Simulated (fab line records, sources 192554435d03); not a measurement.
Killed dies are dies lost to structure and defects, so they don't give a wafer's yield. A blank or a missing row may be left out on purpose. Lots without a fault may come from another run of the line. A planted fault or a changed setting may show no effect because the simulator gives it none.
Problem report in the 8D (eight disciplines) form, filled by code | flow n5_finfet | the parts of the form that need people (team, actions taken, sign-off) are left out

1. THE PROBLEM
cd_nm at N5_BEOL_M7_CD_MEAS_11 reads a mean of 41.8 nm on 6 wafers of 2 lots; wafers without a fault read 38.7 nm with a standard deviation of 0.45. That is +6.8 standard deviations from the usual mean.
The step: target cd 38.5 nm.
First seen on wafer L862.4, day 14 22:15, on cd_sem-03. The record holds 33 wafers of 11 lots with a number at this step. Rule for "out", or "out of limits": more than 4 standard deviations from the usual mean. The other wafers with a number count as sound.

2. WHAT IT IS AND WHAT IT IS NOT
question                    | is                     | is not
which readings at this step | cd_nm                  | -
which lots                  | L862, L866             | L846, L849, L850, L852, L855, L859, L860, L863, L867
which wafers of those lots  | all that have a number | -
read on which gauges        | cd_sem-02, cd_sem-03   | cd_sem-01
when                        | from day 14 22:15      | up to then (18 sound wafers); but 9 sound wafers of L860, L863, L867 came after

3. SUSPECTS, AND WHAT RULES EACH OUT
Counting: a tool at a process step up to the reading stays a suspect if it ran every lot that is out and no sound lot after the first of them.
- the gauge at N5_BEOL_M7_CD_MEAS_11: ruled out. The wafers that are out were read on 2 gauges (cd_sem-02, cd_sem-03).
- arfi_scanner-01 at N5_BEOL_M7_EXPOSE_08 (exposes mask M7): kept. It ran every lot that is out, first L862 (day 14 22:08), and no sound lot after that; its last sound lot up to then is L859 (day 14 04:58). Its own readings are out on those wafers: exposure_dose_mJ_cm2.
Left after counting: arfi_scanner-01 at N5_BEOL_M7_EXPOSE_08.

4. THE CAUSE (what the simulator had put in)
Process parameter drift: arfi_scanner-01, from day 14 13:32 on, at N5_BEOL_M7_EXPOSE_08. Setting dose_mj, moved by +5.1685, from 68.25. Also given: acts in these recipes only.
Counting left only this tool.

5. THE CHAIN OF EFFECTS, in route order
Each row: a reading whose mean over the struck wafers that have a number lies more than 3 standard deviations from the usual. Only readings for which the record gives a usual standard deviation are gone through. hours: the time from each lot's start at the first step in this table that gives one to its start at this step, as a median over the lots. sigmas: the change in usual standard deviations.
hours | step                  | reading              | usual   | on struck wafers | change | sigmas
0     | N5_BEOL_M7_EXPOSE_08  | exposure_dose_mJ_cm2 | 68.17   | 72.37            | +4.20  | +55
0     | N5_BEOL_M7_CD_MEAS_11 | cd_nm                | 38.7 nm | 41.8             | +3.1   | +6.8
2     | N5_BEOL_M7_CD_MEAS_18 | cd_nm                | 40.1 nm | 42.8             | +2.7   | +4.4
The process steps in it:
- N5_BEOL_M7_EXPOSE_08: exposes mask M7.
Later measuring or inspecting steps at which every struck wafer that the step has a row for has a number for every such reading, and none has moved that far: N5_BEOL_M7_INSPECT_13.

6. WHAT WOULD HAVE CAUGHT IT SOONER
In this record the first reading out of limits at a measuring or inspecting step was taken at day 14 22:15, 9 hours after the fault began at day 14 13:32.
The tool's own readings at N5_BEOL_M7_EXPOSE_08 were out on every struck wafer that the step has a row for (exposure_dose_mJ_cm2): an alarm limit on them would have fired on the first of those.
Of the lots that are out (2), L866 began N5_BEOL_M7_EXPOSE_08 on arfi_scanner-01 after day 14 22:15. A hold on the tool at that time would have spared it.
